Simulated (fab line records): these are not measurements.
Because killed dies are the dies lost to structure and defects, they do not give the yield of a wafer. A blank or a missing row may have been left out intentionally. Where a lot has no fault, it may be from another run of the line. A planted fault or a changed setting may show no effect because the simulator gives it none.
Matching of chambers ; flow n5-finfet ; pecvd-04 running N5_BEOL_M5_ILD_DEP_00: 3 sister chambers
The step deposits SiCOH lowk from DEMS/porogen, target thk 140.64 nm, time 25.9 s. 6 wafers are shown with their chamber, then 7 later ones without.

WAFERS PAIRED WITH THEIR CHAMBERS
wafer;chamber;showerhead-plenum-p-Torr (Torr);heater-power-w (W)
L168.4;2;5.731;407
L172.1;0;5.750;371
L172.2;1;5.714;445
L172.6;1;5.724;457
L175.3;2;5.729;360
L175.4;0;5.767;402

WAFERS WITHOUT THEIR CHAMBER
wafer;showerhead-plenum-p-Torr (Torr);heater-power-w (W)
L175.5;5.721;366
L178.1;5.731;454
L178.4;5.743;378
L178.6;5.748;381
L181.3;5.764;367
L181.4;5.750;395
L181.5;5.726;432

EACH ONE'S CHAMBER
wafer;from the rows above;in truth
L175.5;2;2
L178.1;can't be placed: 1 or 2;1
L178.4;can't be placed: 2 or 0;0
L178.6;can't be placed: 0 or 2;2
L181.3;0;0
L181.4;can't be placed: 0 or 2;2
L181.5;can't be placed: 1 or 2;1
Correctly placed: 2 of 7. These rows do not allow placing 5 (true chamber among the candidates in 5). 0 placed wrongly.
How it was worked out, from the rows above alone: a wafer's distance from a chamber is the root of the sum, over the readings, of the square of ((its reading less the chamber's mean) divided by the reading's scatter). If the next closest chamber is less than 2 further off than the closest, the wafer can't be placed; otherwise it belongs to the closest. Each chamber's mean is taken over the wafers shown for it. The scatter is the square root of a quotient: the sum, over the shown wafers, of each reading's squared deviation from its chamber's mean, divided by wafers minus chambers.
